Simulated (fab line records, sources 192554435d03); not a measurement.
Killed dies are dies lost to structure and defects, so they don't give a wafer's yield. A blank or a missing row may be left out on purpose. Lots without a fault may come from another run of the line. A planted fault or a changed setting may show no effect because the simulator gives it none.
Split-lot experiment | flow n5_finfet | 7 lots, 21 wafers read, on a route of 1938 steps

THE SPLIT
At N5_BEOL_M6_ETCH_62 (etches SOC in N2/H2, target depth 110 nm, overetch 22 nm, time 165 s), the setting time_s was moved away from the recipe's 165 s on 4 of the 21 wafers read, by -16.2% to +19.7%. The other wafers ran this setting at the recipe's value.

The reading is taken at the split's own step.

THE READING
SiARC_of_BEOL_M6_COAT_60.thk_nm (the simulator's own value, which no gauge read), in nm, at N5_BEOL_M6_ETCH_62 (etches SOC in N2/H2, target depth 110 nm, overetch 22 nm, time 165 s). The file gives no usual value for it. The 17 wafers here that ran the recipe average 28.4 nm, standard deviation 0.21 nm.

wafer  | tool, chamber at the split | time_s as run, s | against the recipe | SiARC_of_BEOL_M6_COAT_60.thk_nm, nm | against lot-mates on the recipe
L075.1 | rie_diel-05, 2             | 197.5            | +19.7%             | 27.2                                | -1.2
L075.5 | rie_diel-05, 0             | 197.5            | +19.7%             | 27.6                                | -0.8
L075.6 | rie_diel-05, 1             | 165              | recipe             | 28.4                                | -
L078.3 | rie_diel-02, 3             | 165              | recipe             | 28.4                                | -
L078.5 | rie_diel-02, 0,1           | 165              | recipe             | 28                                  | -
L078.6 | rie_diel-02, 0,1           | 165              | recipe             | 28                                  | -
L079.2 | rie_diel-02, 3,1,3         | 165              | recipe             | 28.4                                | -
L079.4 | rie_diel-02, 3,1,3         | 165              | recipe             | 28.4                                | -
L079.6 | rie_diel-02, 3,1,3         | 165              | recipe             | 28.4                                | -
L085.1 | rie_diel-02, 3             | 165              | recipe             | 28.4                                | -
L085.2 | rie_diel-02, 0             | 165              | recipe             | 28                                  | -
L085.3 | rie_diel-02, 1             | 148.8            | -9.8%              | 28.8                                | +0.6
L091.3 | rie_diel-05, 1,2           | 165              | recipe             | 28.4                                | -
L091.5 | rie_diel-05, 1,2           | 165              | recipe             | 28.4                                | -
L091.4 | rie_diel-05, 0             | 138.2            | -16.2%             | 29.6                                | +1.2
L093.3 | rie_diel-05, 3             | 165              | recipe             | 28.4                                | -
L093.4 | rie_diel-05, 0,1           | 165              | recipe             | 28.6                                | -
L093.5 | rie_diel-05, 0,1           | 165              | recipe             | 28.6                                | -
L092.2 | rie_diel-05, 3             | 165              | recipe             | 28.6                                | -
L092.3 | rie_diel-05, 2             | 165              | recipe             | 28.4                                | -
L092.5 | rie_diel-05, 0             | 165              | recipe             | 28.8                                | -
Where a row lists several chambers, the file gives one row for several wafers and doesn't say which wafer went through which chamber.

THE FIT
A straight line over all 21 wafers: SiARC_of_BEOL_M6_COAT_60.thk_nm changes by -0.0554 nm for each +1% of time_s; r = -0.88; the points scatter about the line by 0.23 nm.
The same after taking each lot's own level away (the mean of its wafers on the recipe; 21 wafers): -0.0573 nm for each +1%; r = -0.94; scatter 0.16 nm.
On that fit, the largest move of time_s shifts the reading by 1.1 nm.
The lots' own levels span 28.13 to 28.60 nm, that is 2.2 times the standard deviation above.
So the lot-to-lot level changes the slope little: the two slopes agree.
Check: with one of the wafers moved furthest among these (+19.7%) left out of the fit, the line predicts -1.04 nm for it against its lot-mates. It came out at -1.2 nm against them.

THE FILE'S OWN FIT
SiARC_of_BEOL_M6_COAT_60.thk_nm changes by -0.0603 nm for each +1% of time_s, r = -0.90.
